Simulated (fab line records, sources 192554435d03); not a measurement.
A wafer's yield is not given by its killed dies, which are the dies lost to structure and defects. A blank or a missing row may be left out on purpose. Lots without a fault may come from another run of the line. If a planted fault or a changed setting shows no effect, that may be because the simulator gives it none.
A struck lot beside a sound one | flow n5-finfet | 16 steps out of a route of 1938
Sound: wafers L652.3, L652.5, L652.6. Struck: wafer L653.5 (L653.1, L653.4, from the same lot, were not struck and are left out); the cause is given at the end.
Each step with rows lists, per side, the tool, then ch with its chambers, then its first start. Under that, the readings that differ: sound wafers | struck wafers | difference of the means | sigmas: that difference in standard deviations of wafers without a fault.
alike: words and numbers the same on both sides, and readings whose means are apart by under 2 such deviations; not compared: readings that were withheld, readings missing a value for some wafer, numbers with overlapping values and no deviation given by the record, and bounds like >300 which may hide the same value.
A row with sigmas, a row that says differs or no value, or rows on one side alone: a step with any of these is where the two part. Numbers that have no deviation but don't overlap get no sigmas and don't part them. Lack of a reading on every wafer of one side parts them only where that side has two or more wafers.

first, 1 step without rows for these wafers: N5_BEOL_M0_SAQP_STRIP_80 (strips in N2/H2).
N5_BEOL_M0_SAQP_HM_OPEN_112: chemistry CHF3/O2, target SiO2, stops on a-Si, target depth 12 nm, time 13.5 s.
  sound on rie-diel-02 ch 2,3, day 7 01:44; struck on rie-diel-05 ch 2, day 7 05:13
  alike: drypump-motor-current-A, mfc-ar-sccm, oes_o_777_au, oes-product-au, rf-vpp-V, showerhead-plenum-p-Torr, throttle-valve-pct
  not compared: rf-hours-counter-h
then, 1 step without rows for these wafers: N5_BEOL_M0_SAQP_STRIP_113 (strips in CHF3/O2).
N5_BEOL_M0_SAQP_MANDREL_ETCH_20: etches a-Si in HBr/Cl2, stops on SiNx, target depth 60 nm, bt time 10 s, time 30 s.
  sound on rie-si-03 ch 1,2,3, day 7 01:49; struck on rie-si-04 ch 3, day 7 05:18
  alike: drypump-motor-current-A, oes-product-au, throttle-valve-pct
  not compared: rf-hours-counter-h
then, 4 steps without rows for these wafers: N5_BEOL_M0_SAQP_STRIP_86 (strips in N2/H2); N5_BEOL_M0_SAQP_STRIP_115 (strips in post etch residue remover, time 60 s); N5_BEOL_M0_SAQP_SRD_93 (time 30 s); N5_BEOL_M0_SAQP_RECESS_114 (chemistry HF/NH3, target SiO2, target depth 14.4 nm, afs cycles 3, sublimation time 60 s).
N5_BEOL_M0_SAQP_SPACER1_ALD_98: deposits SiO2, target thk 12.8 nm, pulse time 1 s, purge time 2 s.
  sound on ald-sin-03 ch 1,2, day 7 02:26; struck on ald-sin-03 ch 0, day 7 06:25
  reading                    | sound             | struck | difference | sigmas
  precursor-pulse-height-rel | 1.014 0.986 1.043 | 0.946  | -0.068     | -3
  alike: heater-power-w
N5_BEOL_M0_SAQP_SPACER1_ETCHBACK_99: etches SiO2 in CHF3/O2, target depth 15.4 nm, time 7.7 s.
  sound on rie-diel-02 ch 0,3, day 7 02:55; struck on rie-diel-06 ch 2, day 7 06:56
  alike: drypump-motor-current-A, mfc-ar-sccm, oes_o_777_au, oes-product-au, rf-vpp-V, showerhead-plenum-p-Torr, throttle-valve-pct
  not compared: rf-hours-counter-h
then, 1 step without rows for these wafers: N5_BEOL_M0_SAQP_MANDREL1_REMOVE_100 (chemistry HBr/Cl2/O2, target a-Si, stops on SiNx, bt time 10 s).
N5_BEOL_M0_SAQP_CD_MEAS_25 targets a cd of 13.1 nm.
  sound on cd-sem-03 ch 0, day 7 03:07; struck on cd-sem-03 ch 0, day 7 07:08
  alike: cd-nm
N5_BEOL_M0_SAQP_ETCH_101: etches SiNx in CH3F/O2, target depth 29.9 nm, time 42.7 s.
  sound on rie-diel-06 ch 0,2,3, day 7 03:24; struck on rie-diel-06 ch 1, day 7 07:29
  reading                     | sound             | struck | difference | sigmas
  drypump-motor-current-A (A) | 5.4 5.7 5.9       | 4.7    | -1.0       | -2
  oes_o_777_au (a.u.)         | 0.88 0.97 0.81    | 0.72   | -0.17      | -2
  throttle-valve-pct (%)      | 16.18 16.04 16.05 | 16.49  | +0.40      | +2
  model.etch.depth-nm (nm)    | 30.96 29.92 29.77 | 46.25  | +16.03     |
  alike: mfc-ar-sccm, oes-product-au, rf-vpp-V, showerhead-plenum-p-Torr
  not compared: rf-hours-counter-h
N5_BEOL_M0_SAQP_ETCH_102: etches SiO2 in CF4, target depth 4 nm, time 4.4 s.
  sound on rie-si-06 ch 1,2,3, day 7 03:30; struck on rie-si-06 ch 0, day 7 07:36
  alike: drypump-motor-current-A, oes-product-au, throttle-valve-pct
  not compared: rf-hours-counter-h
-- a jump in the record: the struck wafers' starts before and after are 2 days apart (it breaks off in module BEOL_M0_SAQP and resumes in module BEOL_M4, where the first step shown is number 1111 of the route) --
N5_BEOL_M4_RC_MEAS_101:
  sound on prober-01 ch 0, day 9 09:21; struck on prober-02 ch 0, day 9 10:47
  reading        | sound          | struck | difference | sigmas
  IOFF_P (nA/um) | 0.40 0.32 0.21 | 0.19   | -0.12      | -2
  ION_N (uA/um)  | 689 693 698    | 661    | -32        | -2
  alike: DIBL_N, DIBL_P, IOFF_N, ION_P, SS_N, SS_P, VT_N, VT_P
N5_PASSIVATION_PROBE_49:
  the record holds rows for the sound wafers here (prober-02, day 13 18:27) but none for the struck ones

== WHERE THEY PART ==
Last at N5_PASSIVATION_PROBE_49 as far as this record goes, first at N5_BEOL_M0_SAQP_SPACER1_ALD_98.

WHY: what had been put in by the simulator
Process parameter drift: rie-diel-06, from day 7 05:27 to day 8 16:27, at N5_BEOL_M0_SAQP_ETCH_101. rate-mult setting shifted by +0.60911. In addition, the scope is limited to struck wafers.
